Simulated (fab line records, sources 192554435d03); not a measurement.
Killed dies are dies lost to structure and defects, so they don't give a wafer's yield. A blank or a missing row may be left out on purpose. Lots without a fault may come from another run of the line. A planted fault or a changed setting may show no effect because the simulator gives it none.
Which tool did it? | flow n5_finfet | 10 lots, 30 wafers sampled, at 5 steps of a route of 1938

WHAT THE GAUGES READ, wafer by wafer
N5_BEOL_M0_SAQP_CD_MEAS_25: target cd 13.1 nm. Usual: cd_nm 12.82 nm, standard deviation 0.21.
lot  | measured     | on        | cd_nm (nm)        | flag
L106 | day 5 17:55  | cd_sem-01 | 12.95 12.87 13.34 |
L108 | day 6 04:41  | cd_sem-03 | 12.97 12.97 12.86 |
L109 | day 6 15:06  | cd_sem-01 | 12.86 12.88 12.84 |
L110 | day 6 19:05  | cd_sem-01 | 12.88 12.82 12.73 |
L111 | day 6 20:41  | cd_sem-02 | 12.48 12.95 12.99 |
L121 | day 9 06:15  | cd_sem-01 | 12.62 12.93 12.69 |
L120 | day 9 19:34  | cd_sem-01 | 12.92 12.79 12.67 |
L124 | day 10 08:33 | cd_sem-03 | 12.79 12.69 13.21 |
L127 | day 10 22:49 | cd_sem-01 | 12.82 12.96 13.00 |
L128 | day 11 06:30 | cd_sem-02 | 12.33 12.55 12.75 |

N5_BEOL_M0_CUTY_CD_MEAS_57: target cd 200 nm. Usual: cd_nm 200.2 nm, standard deviation 0.97.
lot  | measured     | on        | cd_nm (nm)        | flag
L106 | day 5 22:11  | cd_sem-02 | 200.4 201.1 201.2 |
L108 | day 6 08:25  | cd_sem-02 | 198.5 200.2 200.7 |
L109 | day 6 18:35  | cd_sem-02 | 199.4 199.2 199.6 |
L110 | day 6 23:32  | cd_sem-02 | 199.6 200.1 199.0 |
L111 | day 7 01:43  | cd_sem-02 | 200.5 199.8 199.7 |
L121 | day 9 09:47  | cd_sem-02 | 200.4 200.4 201.8 |
L120 | day 10 00:10 | cd_sem-03 | 201.0 200.0 200.3 |
L124 | day 10 12:57 | cd_sem-01 | 200.1 201.4 202.0 |
L127 | day 11 04:10 | cd_sem-01 | 200.6 200.0 200.9 |
L128 | day 11 12:47 | cd_sem-01 | 201.0 201.2 201.7 |

N5_BEOL_M4_RC_MEAS_101. Usual: DIBL_N 36.3 mV/V, standard deviation 1.6; DIBL_P 36.2 mV/V, standard deviation 2.1; IOFF_N 0.16 nA/um, standard deviation 0.031; IOFF_P 0.21 nA/um, standard deviation 0.034; ION_N 673 uA/um, standard deviation 11; ION_P 461 uA/um, standard deviation 7.4; SS_N 71.6 mV/dec, standard deviation 0.55; SS_P 73.3 mV/dec, standard deviation 0.66; VT_N 251 mV, standard deviation 3.2; VT_P -251 mV, standard deviation 3.5.
lot  | measured     | on        | DIBL_N (mV/V)  | DIBL_P (mV/V)  | IOFF_N (nA/um) | IOFF_P (nA/um) | ION_N (uA/um) | ION_P (uA/um) | SS_N (mV/dec)  | SS_P (mV/dec)  | VT_N (mV)   | VT_P (mV)      | flag
L106 | day 7 15:59  | prober-02 | 36.3 36.8 38.4 | 36.0 36.5 37.9 | 0.14 0.14 0.17 | 0.21 0.21 0.25 | 683 665 676   | 471 462 464   | 71.0 71.5 71.2 | 73.8 73.4 74.0 | 254 253 250 | -254 -253 -251 |
L108 | day 8 12:02  | prober-01 | 37.1 34.0 35.2 | 37.1 33.1 35.2 | 0.18 0.12 0.15 | 0.21 0.16 0.18 | 673 648 679   | 458 447 456   | 72.1 71.8 72.0 | 74.2 72.7 73.1 | 248 254 250 | -250 -255 -254 |
L109 | day 8 17:03  | prober-02 | 36.0 38.8 38.9 | 35.8 39.2 39.4 | 0.14 0.20 0.19 | 0.22 0.28 0.28 | 661 679 675   | 460 467 473   | 72.0 71.9 72.2 | 73.4 74.3 74.7 | 255 249 248 | -250 -244 -244 |
L110 | day 8 20:27  | prober-01 | 34.0 35.5 32.7 | 34.1 35.7 32.4 | 0.12 0.15 0.11 | 0.20 0.21 0.18 | 665 666 669   | 465 461 468   | 70.5 70.8 70.6 | 73.1 73.2 72.9 | 253 251 256 | -249 -247 -252 |
L111 | day 9 00:52  | prober-01 | 39.4 39.9 40.0 | 39.1 40.1 39.6 | 0.25 0.24 0.26 | 0.27 0.28 0.28 | 681 683 683   | 460 461 464   | 72.0 72.9 72.5 | 74.2 74.2 73.5 | 244 245 246 | -247 -247 -248 |
L121 | day 11 05:26 | prober-02 | 37.3 33.8 35.9 | 38.7 33.8 36.8 | 0.19 0.12 0.17 | 0.27 0.20 0.24 | 687 680 680   | 475 476 469   | 71.9 70.7 71.6 | 73.0 72.2 73.1 | 245 252 247 | -241 -248 -244 |
L120 | day 11 16:39 | prober-02 | 36.4 34.2 34.8 | 34.9 32.6 34.5 | 0.15 0.12 0.14 | 0.19 0.16 0.19 | 674 643 660   | 457 451 459   | 71.6 71.2 70.7 | 72.7 71.4 73.0 | 248 255 253 | -251 -251 -252 |
L124 | day 12 04:56 | prober-01 | 36.5 36.2 35.5 | 37.0 36.8 34.7 | 0.16 0.15 0.13 | 0.20 0.20 0.17 | 669 665 661   | 462 460 452   | 72.3 71.2 71.5 | 73.6 73.7 73.0 | 251 251 256 | -249 -251 -253 |
L127 | day 13 07:39 | prober-01 | 34.2 37.2 36.9 | 32.7 37.0 36.4 | 0.10 0.15 0.14 | 0.14 0.19 0.19 | 656 667 666   | 455 456 463   | 70.4 71.2 71.6 | 71.8 72.6 72.9 | 257 251 252 | -254 -253 -255 |
L128 | day 13 10:01 | prober-01 | 37.9 39.1 39.1 | 38.5 41.1 41.7 | 0.19 0.23 0.25 | 0.23 0.28 0.29 | 687 697 708   | 466 472 478   | 71.7 73.3 72.5 | 74.6 74.0 74.3 | 248 245 243 | -249 -248 -248 |

WHICH TOOL RAN EACH LOT (tool, then ch and the chambers of the sampled wafers, then the start)
lot  | N5_BEOL_M0_SAQP_ETCH_106           | N5_BEOL_M0_SAQP_ALD_48
L106 | rie_diel-03 ch 2,3, day 5 18:49    | ald_sin-01 ch 0,2,3, day 5 21:09
L108 | rie_diel-01 ch 0,3, day 6 05:36    | ald_sin-02 ch 0,3, day 6 07:31
L109 | rie_diel-05 ch 0,3, day 6 15:49    | ald_sin-01 ch 0,1,3, day 6 17:35
L110 | rie_diel-05 ch 0,1,3, day 6 20:02  | ald_sin-02 ch 1,2,3, day 6 22:38
L111 | rie_diel-03 ch 0,1,3, day 6 21:23  | ald_sin-01 ch 2,3, day 7 00:42
L121 | rie_diel-01 ch 1,3, day 9 06:58    | ald_sin-01 ch 0,1,2, day 9 08:53
L120 | rie_diel-05 ch 0,1, day 9 20:16    | ald_sin-02 ch 1,3, day 9 23:16
L124 | rie_diel-05 ch 0,1,2, day 10 09:21 | ald_sin-01 ch 1,2, day 10 11:56
L127 | rie_diel-01 ch 0,1, day 10 23:31   | ald_sin-03 ch 0,2,3, day 11 03:08
L128 | rie_diel-05 ch 2,3, day 11 07:36   | ald_sin-02 ch 0,2,3, day 11 11:43
- N5_BEOL_M0_SAQP_ETCH_106: etches SOC in N2/H2, stops on SiNx, target depth 150 nm.
- N5_BEOL_M0_SAQP_ALD_48: deposits SiO2, target thk 20 nm, pulse time 1 s, co reactant pulse time 1 s.

WHAT THE TOOLS THEMSELVES READ (means of the sampled wafers that have a number; where no wafer has one, the mark that the record gives instead)
N5_BEOL_M0_SAQP_ETCH_106. Usual: drypump_motor_current_A 5.8 A, standard deviation 0.54; oes_product_au 0.78 a.u., standard deviation 0.066; rf_vpp_V 240.7 V, standard deviation 1.6; showerhead_plenum_p_Torr 2.56 Torr, standard deviation 0.11; throttle_valve_pct 17.73 %, standard deviation 0.27.
lot  | tool        | drypump_motor_current_A (A) | oes_product_au (a.u.) | rf_vpp_V (V) | showerhead_plenum_p_Torr (Torr) | throttle_valve_pct (%) | flag
L106 | rie_diel-03 | 5.3                         | 0.74                  | 240.5        | 2.56                            | 17.75                  |
L108 | rie_diel-01 | 5.1                         | 0.82                  | 241.0        | 2.55                            | 17.94                  |
L109 | rie_diel-05 | 5.7                         | 0.74                  | 240.4        | 2.52                            | 17.49                  |
L110 | rie_diel-05 | 5.8                         | 0.78                  | 240.7        | 2.55                            | 17.57                  |
L111 | rie_diel-03 | 5.8                         | 0.78                  | 241.1        | 2.56                            | 17.91                  |
L121 | rie_diel-01 | 5.6                         | 0.80                  | 241.0        | 2.53                            | 17.79                  |
L120 | rie_diel-05 | 5.8                         | 0.77                  | 240.3        | 2.47                            | 17.71                  |
L124 | rie_diel-05 | 6.2                         | 0.79                  | 241.1        | 2.57                            | 17.62                  |
L127 | rie_diel-01 | 5.5                         | 0.83                  | 240.3        | 2.58                            | 17.85                  |
L128 | rie_diel-05 | 6.5                         | 0.75                  | 241.9        | 2.64                            | 17.46                  |

N5_BEOL_M0_SAQP_ALD_48. Usual: heater_power_w 79 W, standard deviation 8.6; precursor_pulse_height_rel 1.001, standard deviation 0.02.
lot  | tool       | heater_power_w (W) | precursor_pulse_height_rel | flag
L106 | ald_sin-01 | 70                 | 1.021                      |
L108 | ald_sin-02 | 78                 | 0.999                      |
L109 | ald_sin-01 | 75                 | 0.989                      |
L110 | ald_sin-02 | 80                 | 1.012                      |
L111 | ald_sin-01 | 65                 | 0.980                      |
L121 | ald_sin-01 | 72                 | 1.004                      |
L120 | ald_sin-02 | 83                 | 0.989                      |
L124 | ald_sin-01 | 68                 | 1.025                      |
L127 | ald_sin-03 | 87                 | 0.995                      |
L128 | ald_sin-02 | 80                 | 0.984                      |

THE ANSWER, worked out from the rows above alone
Rule: a lot is off if the mean of its wafers that have a number lies more than 3 standard deviations from the usual mean. A lot without any number at a reading at which 4 lots or more have one is off too. The other lots that the step has rows for count as sound. The gauges are gone through in route order, then the tools' own readings, and for those a lot's mean is taken as printed above. The first step at which some lot is off is used, and at that step the reading that is off furthest; a lot without a number counts as furthest.
No lot is off at any reading shown: from this, nothing can be told.

WHAT THE SIMULATOR HAD PUT IN
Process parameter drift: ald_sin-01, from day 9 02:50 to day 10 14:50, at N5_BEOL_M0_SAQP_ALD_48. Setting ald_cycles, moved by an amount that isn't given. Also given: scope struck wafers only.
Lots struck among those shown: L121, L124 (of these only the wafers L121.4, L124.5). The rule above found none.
